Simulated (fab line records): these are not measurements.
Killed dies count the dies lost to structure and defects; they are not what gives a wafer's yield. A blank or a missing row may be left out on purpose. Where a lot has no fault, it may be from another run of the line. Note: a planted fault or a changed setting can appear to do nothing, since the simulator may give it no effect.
Matching of chambers	flow n5-finfet	rie-diel-03 running N5_BEOL_M8_ETCH_65: 4 sister chambers
The step etches SiARC in CF4, target depth 15.6 nm, time 26 s. 20 wafers are shown with their chamber, then 10 later ones without.

== WAFERS WITH THEIR CHAMBER ==
wafer	chamber	drypump-motor-current-A (A)	showerhead-plenum-p-Torr (Torr)	throttle-valve-pct (%)
L079.1	0	5.3	2.13	15.74
L079.4	2	6.0	2.19	16.11
L079.6	2	6.0	2.19	16.12
L080.4	2	6.0	2.19	16.13
L080.5	3	5.5	2.11	15.67
L080.6	2	5.9	2.19	16.13
L081.3	1	6.6	2.09	15.34
L081.4	0	5.4	2.12	15.76
L081.5	1	6.6	2.09	15.36
L082.1	1	6.6	2.09	15.36
L082.2	2	6.0	2.19	16.15
L082.6	1	6.6	2.09	15.35
L085.1	0	5.4	2.12	15.78
L085.5	1	6.6	2.09	15.36
L085.6	2	6.0	2.19	15.67
L087.1	3	5.5	2.10	15.69
L087.5	2	6.0	2.19	15.66
L087.6	3	5.5	2.10	15.70
L086.1	0	5.3	2.12	15.78
L086.2	1	6.6	2.08	15.38

SIGNATURES (means of the wafers above)
reading	chamber 0	chamber 1	chamber 2	chamber 3	scatter within a chamber
drypump-motor-current-A	5.350	6.600	5.986	5.500	0.0341
showerhead-plenum-p-Torr	2.1225	2.0883	2.1900	2.1033	0.00375
throttle-valve-pct	15.7650	15.3583	15.9957	15.6867	0.139
Rule: a wafer lies at a distance from a chamber equal to the root of the sum of squares, over the readings, of (its reading less the chamber's mean, divided by the reading's scatter). The wafer belongs to the nearest chamber; if the next one is less than 2 further off, it can't be placed. How the scatter is found: for the shown wafers, subtract from each reading the mean of its chamber, square and add these, divide the total by (wafers less chambers), then take the root.

== WAFERS WHOSE CHAMBER IS MISSING ==
wafer	drypump-motor-current-A (A)	showerhead-plenum-p-Torr (Torr)	throttle-valve-pct (%)
L086.4	5.9	2.18	15.67
L090.3	6.6	2.08	15.39
L090.5	6.5	2.08	15.40
L090.6	6.0	2.18	15.68
L092.2	6.0	2.18	15.69
L092.4	6.6	2.08	15.42
L092.6	5.3	2.12	15.79
L093.1	5.9	2.18	15.71
L093.4	5.5	2.09	15.74
L093.6	6.6	2.08	15.41

== THE CHAMBER EACH PASSED THROUGH ==
wafer	from the rows above	in truth
L086.4	2	2
L090.3	1	1
L090.5	1	1
L090.6	2	2
L092.2	2	2
L092.4	1	1
L092.6	0	0
L093.1	2	2
L093.4	3	3
L093.6	1	1
10 of 10 placed correctly. Number that these rows cannot place: 0. Placed wrongly: 0.
